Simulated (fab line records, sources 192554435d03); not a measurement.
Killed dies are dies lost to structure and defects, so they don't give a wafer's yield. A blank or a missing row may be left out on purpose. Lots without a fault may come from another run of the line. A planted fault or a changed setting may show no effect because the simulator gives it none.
Chamber matching | flow n5_finfet | N5_BEOL_M5_STRIP_19 on rie_diel-05: 4 sister chambers
The step strips in O2. 4 wafers are shown with their chamber, then 11 later ones without.

WAFERS WITH THEIR CHAMBER
wafer  | chamber | showerhead_plenum_p_Torr (Torr)
L081.6 | 2       | 2.03
L083.1 | 3       | 2.08
L083.3 | 0       | 2.16
L082.1 | 1       | 2.05

WAFERS WITHOUT THEIR CHAMBER
wafer  | showerhead_plenum_p_Torr (Torr)
L082.2 | 2.03
L082.3 | 2.16
L082.4 | 2.16
L082.5 | 2.05
L082.6 | 2.03
L085.1 | 2.16
L085.2 | 2.03
L085.6 | 2.03
L095.1 | 2.15
L095.3 | 2.02
L095.4 | 2.02

WHICH CHAMBER EACH WENT THROUGH
wafer  | from the rows above | in truth
L082.2 | 2                   | 2
L082.3 | 0                   | 0
L082.4 | 0                   | 0
L082.5 | 1                   | 1
L082.6 | 2                   | 2
L085.1 | 0                   | 0
L085.2 | 2                   | 2
L085.6 | 2                   | 2
L095.1 | 0                   | 0
L095.3 | 2                   | 2
L095.4 | 2                   | 2
Placed correctly: 11 of 11. Can't be placed from these rows: 0. Placed wrongly: 0.
How it was worked out, from the rows above alone: a wafer's distance from a chamber is the root of the sum, over the readings, of the square of ((its reading less the chamber's mean) divided by the reading's scatter). The wafer belongs to the nearest chamber; if the next one is less than 2 further off, it can't be placed. A chamber's mean is the mean of its shown wafers. The scatter: with one shown wafer a chamber, the root of the mean of the squares of how far each hidden wafer lies from its nearest shown one.
